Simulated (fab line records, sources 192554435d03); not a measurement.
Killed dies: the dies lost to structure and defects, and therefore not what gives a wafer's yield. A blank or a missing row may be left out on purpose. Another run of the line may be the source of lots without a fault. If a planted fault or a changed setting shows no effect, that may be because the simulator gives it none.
Chamber matching	flow n5 finfet	N5_BEOL_M4_ETCH_74 on rie diel-03: 4 sister chambers
The step etches underlayer in N2/H2, target depth 6.5 nm, time 5.2 s. 4 wafers are shown with their chamber, then 9 later ones without.

WAFERS PAIRED WITH THEIR CHAMBERS
wafer	chamber	showerhead plenum p Torr (Torr)
L080.6	1	2.50
L085.2	3	2.50
L085.3	0	2.43
L085.5	2	2.69

WAFERS MISSING THEIR CHAMBER
wafer	showerhead plenum p Torr (Torr)
L093.1	2.48
L093.4	2.68
L093.5	2.42
L094.1	2.41
L094.2	2.68
L094.4	2.48
L097.1	2.67
L097.2	2.48
L097.6	2.67

EACH ONE'S CHAMBER
wafer	from the rows above	in truth
L093.1	can't be placed: 1 or 3 or 0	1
L093.4	2	2
L093.5	0	0
L094.1	0	0
L094.2	2	2
L094.4	can't be placed: 1 or 3 or 0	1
L097.1	2	2
L097.2	can't be placed: 1 or 3 or 0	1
L097.6	2	2
Correctly placed: 6 of 9. Cannot be placed on the basis of these rows: 3; the candidates contain the true chamber in 3. Wrongly placed: 0.
How it was worked out, from the rows above alone: a wafer's distance from a chamber is the root of the sum, over the readings, of the square of ((its reading less the chamber's mean) divided by the reading's scatter). The wafer belongs to the nearest chamber; if the next one is less than 2 further off, it can't be placed. For every chamber, the mean is computed from those of its wafers that are shown. The scatter: root of mean squared gap, hidden wafer to nearest shown wafer, with one shown wafer a chamber.
